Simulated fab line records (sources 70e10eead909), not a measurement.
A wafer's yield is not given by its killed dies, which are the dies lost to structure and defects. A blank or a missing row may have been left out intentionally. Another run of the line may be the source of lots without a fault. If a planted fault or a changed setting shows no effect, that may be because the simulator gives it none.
fab line records	flow nand-harc	part 1 of 2: steps 1 to 21 of 33
record: lots: 5	wafers: 15	last-day: 23
route steps=1159 shown A_BONDPAD@1075 HYBRID_BOND@1094 THIN_TSV@1101
lots with no fault: from the same line, run without faults
start-h: start of the lot's first displayed wafer, in hours after the record's first day	wait-h: time in hours since the lot's previous step	" unchanged from the row above	L1.1+2: a row that stands for several wafers	- no value present, or no start provided	* or withheld: withheld	< > ~ a bound
route shown NAME@n: a module of which the file shows steps, and the number in the route of the first	usual: average and standard deviation across the fault-free wafers	same: alike in all rows	chamber/n: place in a boat	sites: each site's reading	_std_site: the values' standard deviation	_edge_site: outer sites' mean less inner sites'	radius-mm: how far each site lies from the wafer's centre	mask NAME#n: copy n	behind: the tool/chamber that last shaped the wafer	hold: cause of the lot's hold/its duration in hours/its outcome	device: transistor that didn't switch, given as n, p or np	end of line: the route-end tests of the same wafers	step lacking rows: just its recipe	killed: the dies lost at the first sort to structure and to defects; this is not the yield of the wafer	map: a wafer's dies, marking killed ones x, the rest . and places with no die _
set.NAME: the setting that was run; set.NAME@STEP: the one run at that earlier step	model.NAME: the simulator's own value behind a step, which no gauge read
certain route steps with their lots: each step a table, each wafer a row
services: the hour from which a tool's chamber was out of use, counted from the record's first day as start-h (under 0 if before that day), plus the number of hours and why
== steps ==
step: NHARC_A_BONDPAD_DESCUM_11
recipe: time-s: 3	o2-flow-sccm: 200	ar-flow-sccm: 0	bias-power-w: 0	chemistry: O2
usual: drypump-motor-current-A: 5.7/0.39	oes-product-au: 0.999/0.0095	rf-vpp-V: 57.8/0.97	showerhead-plenum-p-Torr: 1.91/0.08	throttle-valve-pct: 11.311/0.0083
same: bias-power-w: 0
lot.wafer	tool	chamber	start-h	wait-h	drypump-motor-current-A	oes-product-au	rf-hours-counter-h	rf-vpp-V	showerhead-plenum-p-Torr	throttle-valve-pct
L082.1	rie-diel-03	3	472.30	-	5.9	0.987	3	59.0	2.00	11.323
L082.2	"	0	"	"	5.7	0.996	3	57.3	1.80	11.307
L082.3	"	1	"	"	5.0	0.983	3	58.2	1.96	11.299
L083.3	rie-diel-03	3	479.33	-	5.9	0.996	4	57.8	2.00	11.312
L083.2	"	0	"	"	5.7	0.998	4	57.6	1.80	11.317
L083.1	"	1	"	"	5.1	1.001	4	57.9	1.97	11.318
L089.2	rie-diel-03	2	483.56	-	6.1	1.008	4	58.0	1.85	11.316
L089.3	"	3	"	"	5.9	0.985	4	57.3	2.00	11.321
L089.1	"	0	"	"	5.7	1.001	4	56.9	1.80	11.313
L091.2	rie-diel-03	3	509.58	-	5.9	0.995	5	59.0	2.00	11.309
L091.6	"	1	"	"	5.0	1.001	-	58.1	1.96	11.298
L091.5	"	2	"	"	6.1	1.010	-	56.8	1.85	11.304
L092.4	rie-diel-03	3	516.00	-	5.9	0.999	5	57.7	2.00	11.315
L092.3	"	0	"	"	5.7	0.995	5	58.1	1.80	11.304
L092.6	"	1	"	"	5.0	0.995	-	59.0	1.96	11.313
step: NHARC_A_BONDPAD_ETCH_34
recipe: target-depth-a: 600	overetch-a: 180	time-s: 65.91	ion-energy-ev: 200	n2-flow-sccm: 150	h2-flow-sccm: 150	ar-flow-sccm: 0	rf-w: 400	bias-w: 150	chemistry: N2/H2
usual: drypump-motor-current-A: 5.7/0.41	oes-product-au: 0.998/0.008	rf-vpp-V: 430.4/2.5	showerhead-plenum-p-Torr: 2.04/0.087	throttle-valve-pct: 14.171/0.01
lot.wafer	tool	chamber	start-h	wait-h	drypump-motor-current-A	oes-product-au	rf-hours-counter-h	rf-vpp-V	showerhead-plenum-p-Torr	throttle-valve-pct
L082.1	rie-diel-03	1	472.38	0.1	5.0	0.992	3	431.6	2.10	14.175
L082.2	"	2	"	"	6.1	1.010	3	427.2	1.97	14.188
L082.3	"	3	"	"	5.9	0.993	3	432.8	2.13	14.198
L083.3	rie-diel-03	3	479.50	0.2	5.9	1.002	4	434.0	2.13	14.178
L083.1	"	0	"	"	5.7	1.000	4	427.6	1.92	14.186
L083.2	"	1	"	"	5.0	0.998	4	431.7	2.10	14.169
L089.2	rie-diel-03	3	483.65	0.1	5.9	0.991	4	433.5	2.13	14.157
L089.3	"	0	"	"	5.7	0.998	4	428.6	1.92	14.159
L089.1	"	1	"	"	5.1	1.006	4	430.1	2.10	14.159
L091.2	rie-diel-03	2	509.66	0.1	6.1	1.003	5	429.6	1.97	14.167
L091.6	"	0	"	"	5.7	1.001	-	427.2	1.92	14.174
L091.5	"	1	"	"	5.0	0.995	-	431.8	2.10	14.170
L092.4	rie-diel-03	3	516.08	0.1	5.9	0.987	5	432.2	2.13	14.176
L092.3	"	1	"	"	5.0	1.001	5	431.3	2.10	14.176
L092.6	"	3	"	"	5.9	0.994	-	434.8	2.13	14.171
step: NHARC_A_BONDPAD_ETCH_12
recipe: target-depth-a: 2200	time-s: 110	chf3-flow-sccm: 50	o2-flow-sccm: 10	ar-flow-sccm: 200	rf-w: 500	bias-w: 200	chemistry: CHF3/O2
usual: drypump-motor-current-A: 5.7/0.4	oes-product-au: 0.949/0.021	rf-vpp-V: 370.5/2.3	showerhead-plenum-p-Torr: 2.40/0.097	throttle-valve-pct: 20.573/0.0093
lot.wafer	tool	chamber	start-h	wait-h	drypump-motor-current-A	oes-product-au	rf-hours-counter-h	rf-vpp-V	showerhead-plenum-p-Torr	throttle-valve-pct
L082.1	rie-diel-03	3	-	-	5.9	0.965	3	372.5	2.51	20.583
L082.3	"	0	"	"	5.7	0.972	3	366.6	2.27	20.572
L082.2	"	2	"	"	6.1	0.965	3	369.8	2.32	20.588
L083.3	rie-diel-03	0	-	-	5.7	0.953	4	367.5	2.27	20.573
L083.2	"	1	"	"	5.1	0.956	4	371.6	2.46	20.556
L083.1	"	2	"	"	6.1	0.953	4	369.7	2.32	20.561
L089.2	rie-diel-03	3	-	-	5.9	0.946	4	373.0	2.50	20.573
L089.1	"	1	"	"	5.0	0.970	4	371.9	2.46	20.579
L089.3	"	2	"	"	6.1	0.959	4	369.6	2.32	20.574
L091.2	rie-diel-03	1	-	-	5.0	0.959	5	371.5	2.46	20.580
L091.5	"	3	"	"	5.9	0.963	-	373.1	2.50	20.570
L091.6	"	0	"	"	5.7	0.979	-	367.4	2.27	20.584
L092.3	rie-diel-03	2	-	-	6.1	0.981	5	369.6	2.32	20.582
L092.4	"	0	"	"	5.7	0.983	5	367.7	2.27	20.586
L092.6	"	2	"	"	6.1	0.977	-	369.2	2.32	20.573
step: NHARC_A_BONDPAD_CD_MEAS_13
usual: cd-nm: 499.5/2.2
lot.wafer	tool	chamber	start-h	wait-h	cd-nm
L082.1	cd-sem-03	-	472.61	-	497.0
L082.2	"	-	"	"	497.5
L082.3	"	-	"	"	501.7
L083.1	cd-sem-01	-	479.72	-	500.6
L083.2	"	-	"	"	499.4
L083.3	"	-	"	"	498.3
L089.1	cd-sem-03	-	483.88	-	502.1
L089.2	"	-	"	"	501.7
L089.3	"	-	"	"	503.4
L091.2	cd-sem-03	-	509.88	-	496.8
L091.5	"	-	"	"	497.9
L091.6	"	-	"	"	500.2
L092.3	cd-sem-01	-	516.32	-	499.9
L092.4	"	-	"	"	503.9
L092.6	"	-	"	"	501.0
step: NHARC_A_BONDPAD_STRIP_15
recipe: o2-flow-sccm: 500	ar-flow-sccm: 0	bias-w: 0	chemistry: O2
usual: drypump-motor-current-A: 5.8/0.39	oes-product-au: 0.999/0.0086	rf-vpp-V: 57.8/0.89	showerhead-plenum-p-Torr: 3.54/0.14	throttle-valve-pct: 17.036/0.0089
lot.wafer	tool	chamber	start-h	wait-h	drypump-motor-current-A	oes-product-au	rf-hours-counter-h	rf-vpp-V	showerhead-plenum-p-Torr	throttle-valve-pct
L082.2	rie-diel-07	2	472.68	0.1	6.2	0.992	14	59.3	3.62	17.032
L082.3	"	3	"	"	6.2	1.006	13	57.1	3.35	17.039
L082.1	"	1	"	"	5.9	1.001	14	58.5	3.68	17.051
L083.2	rie-diel-03	2	479.80	0.1	6.1	1.008	4	57.4	3.42	17.038
L083.3	"	3	"	"	5.9	0.997	4	57.6	3.68	17.032
L083.1	"	0	"	"	5.7	1.000	4	58.0	3.34	17.036
L089.3	rie-diel-07	3	483.95	0.1	6.2	1.011	14	55.4	3.35	17.045
L089.1	"	0	"	"	5.6	1.004	14	58.3	3.59	17.026
L089.2	"	1	"	"	5.9	1.000	15	58.6	3.68	17.032
L091.2	rie-diel-03	2	510.00	0.1	6.2	1.007	5	58.1	3.41	17.023
L091.6	"	3	"	"	5.9	0.989	-	59.4	3.68	17.042
L091.5	"	0	"	"	5.7	0.997	-	57.3	3.34	17.027
L092.3	rie-diel-06	1	516.44	0.1	6.0	1.010	34	58.4	3.75	17.035
L092.4	"	1	"	"	6.0	1.004	-	59.1	3.75	17.036
L092.6	"	3	"	"	6.0	1.007	-	58.4	3.64	17.036
step: NHARC_A_BONDPAD_ETCH_24
recipe: target-depth-a: 300	over-etch-frac: 0.3	time-s: 72.99	ion-energy-ev: 150	cf4-flow-sccm: 50	n2-flow-sccm: 100	ar-flow-sccm: 150	rf-w: 300	bias-w: 100	chemistry: CF4/N2
usual: drypump-motor-current-A: 5.8/0.38	oes-product-au: 0.999/0.0087	rf-vpp-V: 314.3/2.1	showerhead-plenum-p-Torr: 2.63/0.11	throttle-valve-pct: 19.793/0.0089
same: over-etch-frac: 0.3
lot.wafer	tool	chamber	start-h	wait-h	drypump-motor-current-A	oes-product-au	rf-hours-counter-h	rf-vpp-V	showerhead-plenum-p-Torr	throttle-valve-pct
L082.1	rie-diel-07	0	-	-	5.6	1.007	13	315.0	2.68	19.807
L082.2	"	1	"	"	5.9	1.007	14	316.6	2.74	19.791
L082.3	"	2	"	"	6.2	0.999	14	314.7	2.70	19.781
L083.2	rie-diel-03	0	-	-	5.7	0.999	4	311.6	2.48	19.798
L083.3	"	1	"	"	5.0	0.990	4	313.4	2.69	19.794
L083.1	"	2	"	"	6.1	1.000	4	311.7	2.54	19.786
L089.1	rie-diel-07	0	-	-	5.6	1.000	14	317.2	2.68	19.776
L089.3	"	1	"	"	5.9	1.007	15	317.0	2.74	19.788
L089.2	"	3	"	"	6.2	1.018	14	310.9	2.49	19.800
L091.2	rie-diel-03	3	-	-	5.9	0.994	5	316.5	2.74	19.786
L091.6	"	1	"	"	5.0	1.000	-	316.1	2.69	19.799
L091.5	"	2	"	"	6.1	1.000	-	311.5	2.54	19.813
L092.3	rie-diel-06	2	516.64	0.2	5.5	1.010	33	315.0	2.64	19.775
L092.6	"	1	"	"	6.0	1.001	-	317.5	2.80	19.798
L092.4	"	2	"	"	5.5	0.998	-	314.4	2.64	19.792
step: NHARC_A_BONDPAD_STRIP_16
recipe: time-s: 600	temp-c: 30	chemistry: post-etch-residue-remover
lot.wafer	tool	chamber	start-h	wait-h
L082.1+2+3	wet-bench-08	5,6,7	472.98	-
L083.2+3+1	wet-bench-08	6,0,3	480.08	-
L089.2+1+3	wet-bench-08	4,5,7	484.23	-
L091.2+5+6	wet-bench-10	2,3,4	510.23	-
L092.6+3+4	wet-bench-10	7,0,1	516.77	-
step: NHARC_A_BONDPAD_DEGAS_25
recipe: temp-c: 300	time-s: 60
usual: heater-power-w: 462/52
lot.wafer	tool	chamber	start-h	wait-h	heater-power-w
L082.2	pvd-sputter-01	-	473.23	-	424
L082.1	"	-	"	"	383
L082.3	"	-	"	"	427
L083.3	pvd-sputter-02	-	480.35	-	548
L083.2	"	-	"	"	448
L083.1	"	-	"	"	492
L089.1	pvd-sputter-01	-	484.50	-	457
L089.2	"	-	"	"	375
L089.3	"	-	"	"	420
L091.2	pvd-sputter-02	-	510.52	-	491
L091.6	"	-	"	"	468
L091.5	"	-	"	"	549
L092.4	pvd-sputter-02	-	517.06	-	513
L092.3	"	-	"	"	468
L092.6	"	-	"	"	449
step: NHARC_A_BONDPAD_PRE_CLEAN_26
recipe: time-s: 30	temp-c: 280	gas: H2/He
usual: heater-power-w: 404/46
lot.wafer	tool	chamber	start-h	wait-h	heater-power-w
L082.2	pvd-sputter-01	-	-	-	371
L082.1	"	-	"	"	398
L082.3	"	-	"	"	332
L083.1	pvd-sputter-02	-	-	-	422
L083.2	"	-	"	"	496
L083.3	"	-	"	"	382
L089.1	pvd-sputter-01	-	-	-	405
L089.2	"	-	"	"	331
L089.3	"	-	"	"	383
L091.2	pvd-sputter-02	-	-	-	381
L091.5	"	-	"	"	490
L091.6	"	-	"	"	392
L092.4	pvd-sputter-02	-	-	-	491
L092.3	"	-	"	"	384
L092.6	"	-	"	"	443
step: NHARC_A_BONDPAD_PVD_17
recipe: target-thk-a: 50	bias-v: 168.6	power-w: 15000	chamber-pressure-pa: 0.12	time-s: 8.06	substrate-temp-c: 50	material: TaN
usual: throttle-valve-pct: 30.0/0.93
lot.wafer	tool	chamber	start-h	wait-h	throttle-valve-pct
L082.3	pvd-sputter-01	-	-	-	32.5
L082.1	"	-	"	"	30.1
L082.2	"	-	"	"	30.4
L083.3	pvd-sputter-02	-	-	-	30.2
L083.1	"	-	"	"	30.2
L083.2	"	-	"	"	29.5
L089.3	pvd-sputter-01	-	-	-	29.8
L089.2	"	-	"	"	29.9
L089.1	"	-	"	"	32.5
L091.2	pvd-sputter-02	-	-	-	29.5
L091.5	"	-	"	"	29.4
L091.6	"	-	"	"	29.4
L092.3	pvd-sputter-02	-	-	-	30.3
L092.4	"	-	"	"	29.6
L092.6	"	-	"	"	30.4
step: NHARC_A_BONDPAD_PVD_27
recipe: target-thk-a: 300	chamber-pressure-pa: 5	power-w: 5000	substrate-temp-c: 30	time-s: 20.49	material: Cu
usual: throttle-valve-pct: 30.1/0.97
lot.wafer	tool	chamber	start-h	wait-h	throttle-valve-pct
L082.1	pvd-sputter-01	-	-	-	29.9
L082.2	"	-	"	"	29.6
L082.3	"	-	"	"	30.4
L083.1	pvd-sputter-02	-	-	-	29.8
L083.2	"	-	"	"	30.4
L083.3	"	-	"	"	29.2
L089.1	pvd-sputter-01	-	-	-	29.8
L089.3	"	-	"	"	30.5
L089.2	"	-	"	"	32.7
L091.2	pvd-sputter-02	-	-	-	30.3
L091.6	"	-	"	"	29.5
L091.5	"	-	"	"	30.2
L092.3	pvd-sputter-02	-	-	-	30.3
L092.4	"	-	"	"	30.4
L092.6	"	-	"	"	30.4
step: NHARC_A_BONDPAD_ECD_18
recipe: target-thk-a: 4000	bath-temp-c: 25	material: Cu
lot.wafer	tool	chamber	start-h	wait-h
L082.1+2+3	ecd-cu-01	1,0,1	473.59	-
L083.1+2+3	ecd-cu-02	1,0,0	480.71	-
L089.1+2+3	ecd-cu-02	1,0,1	484.86	-
L091.2+6+5	ecd-cu-02	1,0,1	510.90	-
L092.3+4+6	ecd-cu-02	0,1,0	517.66	-
step: NHARC_A_BONDPAD_ANNEAL_28
recipe: temp-c: 225	time-s: 90
usual: anneal-temp-c: 225.02/0.16	wafer_temp_C_max: 226.1/0.61
lot.wafer	tool	chamber	start-h	wait-h	anneal-temp-c	wafer_temp_C_max
L082.1	rtp-anneal-02	0	473.97	0.3	225.21	227.2
L082.2	"	0	"	"	225.08	226.6
L082.3	"	0	"	"	224.94	226.8
L083.1	rtp-anneal-02	0	481.11	-	225.03	226.6
L083.2	"	0	"	"	225.25	227.0
L083.3	"	0	"	"	225.13	227.1
L089.1	rtp-anneal-01	0	485.24	0.3	224.84	225.9
L089.2	"	0	"	"	224.77	225.5
L089.3	"	0	"	"	225.19	225.5
L091.2	rtp-anneal-01	0	511.41	-	225.06	225.6
L091.5	"	0	"	"	224.91	225.6
L091.6	"	0	"	"	225.25	225.2
L092.3	rtp-anneal-02	0	518.07	0.4	225.14	227.4
L092.4	"	0	"	"	224.86	226.9
L092.6	"	0	"	"	225.05	226.7
step: NHARC_A_BONDPAD_CMP_19
recipe: t-overpolish-s: 30	cu-recess-touch-s: 16	target-thk-nm: 169.8
usual: motor-current-A: 12.7/1.4	overpolish-run-s: 30.000/0.0078	retaining-ring-pressure-frac: 1.001/0.0052
lot.wafer	tool	chamber	start-h	wait-h	motor-current-A	overpolish-run-s	retaining-ring-pressure-frac
L082.2	cmp-01	3	474.31	-	10.8	30.008	1.004
L082.3	"	1	"	"	11.8	29.994	1.001
L082.1	"	2	"	"	12.8	30.005	0.996
L083.3	cmp-03	3	481.46	-	9.7	30.000	0.992
L083.1	"	1	"	"	15.2	29.991	1.000
L083.2	"	2	"	"	13.8	29.997	1.002
L089.2	cmp-03	2	485.59	-	13.0	29.999	1.003
L089.3	"	3	"	"	9.7	30.000	1.000
L089.1	"	0	"	"	11.7	29.997	0.997
L091.2	cmp-04	0	511.70	-	10.9	29.993	1.001
L091.5	"	0	"	"	11.7	29.990	0.999
L091.6	"	1	"	"	14.6	29.989	0.987
L092.3	cmp-04	2	518.32	-	12.9	30.000	0.994
L092.4	"	1	"	"	13.8	30.010	1.003
L092.6	"	3	"	"	14.0	30.000	1.002
step: NHARC_A_BONDPAD_THK_MEAS_20
recipe: thk-meas-gauge: xrf
usual: thk-nm: 169.7/1.5
lot.wafer	tool	chamber	start-h	wait-h	thk-nm
L082.1	film-metro-02	-	474.64	-	170.8
L082.2	"	-	"	"	168.3
L082.3	"	-	"	"	168.7
L083.1	film-metro-02	-	481.78	-	168.9
L083.2	"	-	"	"	168.4
L083.3	"	-	"	"	168.8
L089.1	film-metro-02	-	485.91	-	168.5
L089.2	"	-	"	"	169.6
L089.3	"	-	"	"	169.3
L091.2	film-metro-01	-	512.02	-	170.6
L091.5	"	-	"	"	168.6
L091.6	"	-	"	"	168.0
L092.3	film-metro-02	-	518.65	-	173.6
L092.4	"	-	"	"	172.2
L092.6	"	-	"	"	171.2
step: NHARC_A_BONDPAD_SRD_21
recipe: time-s: 30	temp-c: 23	dry-time-s: 20	spin-rpm: 1500
usual: spin-rpm: 1500.0/0.82
lot.wafer	tool	chamber	start-h	wait-h	spin-rpm
L082.1	wet-bench-08	7	474.68	0.0	1500.5
L082.2	"	2	"	"	1500.3
L082.3	"	4	"	"	1500.4
L083.1	wet-bench-08	2	481.82	0.0	1497.6
L083.2	"	5	"	"	1500.2
L083.3	"	7	"	"	1499.6
L089.2	wet-bench-10	7	485.95	0.0	1501.0
L089.1	"	0	"	"	1499.8
L089.3	"	1	"	"	1500.0
L091.5	wet-bench-10	2	512.06	0.0	1500.5
L091.2	"	6	"	"	1501.3
L091.6	"	7	"	"	1499.2
L092.4	wet-bench-08	4	518.69	0.0	1499.2
L092.3	"	5	"	"	1499.2
L092.6	"	0	"	"	1501.4
step: NHARC_A_BONDPAD_INSPECT_23
usual: raw-defect-count: 483/140
lot.wafer	tool	chamber	start-h	wait-h	raw-defect-count
L082.1	defect-inspect-02	-	474.87	0.0	345
L082.2	"	-	"	"	535
L082.3	"	-	"	"	378
L083.1	defect-inspect-01	-	481.98	0.0	545
L083.2	"	-	"	"	707
L083.3	"	-	"	"	730
L089.1	defect-inspect-01	-	486.14	0.1	662
L089.2	"	-	"	"	527
L089.3	"	-	"	"	551
L091.2	defect-inspect-02	-	512.26	0.0	375
L091.5	"	-	"	"	418
L091.6	"	-	"	"	263
L092.3	defect-inspect-01	-	518.87	0.0	754
L092.4	"	-	"	"	715
L092.6	"	-	"	"	584
step: NHARC_HYBRID_BOND_ACTIVATE_00
recipe: time-s: 60	n2-flow-sccm: 200	ar-flow-sccm: 0	bias-power-w: 0	chemistry: N2
usual: drypump-motor-current-A: 5.9/0.43	oes-product-au: 0.999/0.012	rf-vpp-V: 64.3/0.92	showerhead-plenum-p-Torr: 1.81/0.064
same: bias-power-w: 0
lot.wafer	tool	chamber	start-h	wait-h	drypump-motor-current-A	oes-product-au	rf-hours-counter-h	rf-vpp-V	showerhead-plenum-p-Torr
L082.3	rie-diel-08	1	474.94	0.1	6.3	0.998	14	65.0	1.77
L082.2	"	2	"	"	5.0	1.003	17	64.1	1.84
L082.1	"	3	"	"	5.8	0.998	16	64.3	1.86
L083.1	rie-diel-02	0	482.05	0.1	6.0	1.003	57	63.6	1.66
L083.2	"	1	"	"	5.4	0.991	54	62.3	1.69
L083.3	"	3	"	"	6.3	1.006	52	64.8	1.76
L089.1	rie-diel-10	3	486.37	0.2	5.9	1.006	44	64.8	1.91
L089.3	"	0	"	"	6.2	0.996	45	63.9	1.84
L089.2	"	1	"	"	5.7	1.018	47	63.8	1.88
L091.2	rie-diel-08	3	512.36	0.1	5.8	0.983	3	64.1	1.86
L091.6	"	0	"	"	6.1	1.008	-	63.6	1.76
L091.5	"	1	"	"	6.2	1.022	-	65.2	1.77
L092.4	rie-diel-08	0	518.93	0.1	6.1	1.004	4	63.5	1.76
L092.3	"	2	"	"	5.0	1.003	3	62.9	1.84
L092.6	"	1	"	"	6.3	1.010	-	62.4	1.77
step: NHARC_HYBRID_BOND_PRECLEAN_01
recipe: time-s: 300	temp-c: 23	chemistry: DIW
lot.wafer	tool	chamber	start-h	wait-h
L082.3+2+1	wet-bench-10	5,7,2	475.08	0.1
L083.3+1+2	wet-bench-10	2,3,6	482.20	0.1
L089.2+3+1	wet-bench-10	1,3,4	486.58	0.2
L091.5+6+2	wet-bench-10	0,4,5	512.48	0.1
L092.3+4+6	wet-bench-08	4,5,6	519.10	0.1
step: NHARC_HYBRID_BOND_SRD_02
recipe: time-s: 30	temp-c: 23	dry-time-s: 20	spin-rpm: 1500
usual: spin-rpm: 1500.0/0.71
lot.wafer	tool	chamber	start-h	wait-h	spin-rpm
L082.3	wet-bench-10	5	-	-	1499.5
L082.2	"	7	"	"	1499.6
L082.1	"	2	"	"	1499.6
L083.3	wet-bench-10	2	-	-	1500.1
L083.1	"	3	"	"	1499.3
L083.2	"	6	"	"	1498.9
L089.2	wet-bench-10	1	-	-	1499.9
L089.3	"	3	"	"	1500.5
L089.1	"	4	"	"	1500.4
L091.5	wet-bench-10	0	-	-	1499.1
L091.6	"	4	"	"	1499.5
L091.2	"	5	"	"	1498.5
L092.3	wet-bench-08	4	-	-	1499.6
L092.4	"	5	"	"	1500.7
L092.6	"	6	"	"	1499.3
step: NHARC_HYBRID_BOND_BOND_03
recipe: temp-c: 25
usual: bond-chuck-temp-C: 24.98/0.091
lot.wafer	tool	chamber	start-h	wait-h	bond-chuck-temp-C
L082.1	wafer-bonder-01	0	475.35	-	25.00
L082.2	"	0	"	"	25.00
L082.3	"	0	"	"	24.94
L083.1	wafer-bonder-01	0	482.46	-	24.93
L083.2	"	0	"	"	24.75
L083.3	"	0	"	"	24.81
L089.1	wafer-bonder-01	0	486.80	-	25.07
L089.2	"	0	"	"	25.04
L089.3	"	0	"	"	25.11
L091.2	wafer-bonder-01	0	512.88	-	24.89
L091.5	"	0	"	"	25.02
L091.6	"	0	"	"	24.98
L092.3	wafer-bonder-01	0	519.65	-	24.89
L092.4	"	0	"	"	24.84
L092.6	"	0	"	"	25.06
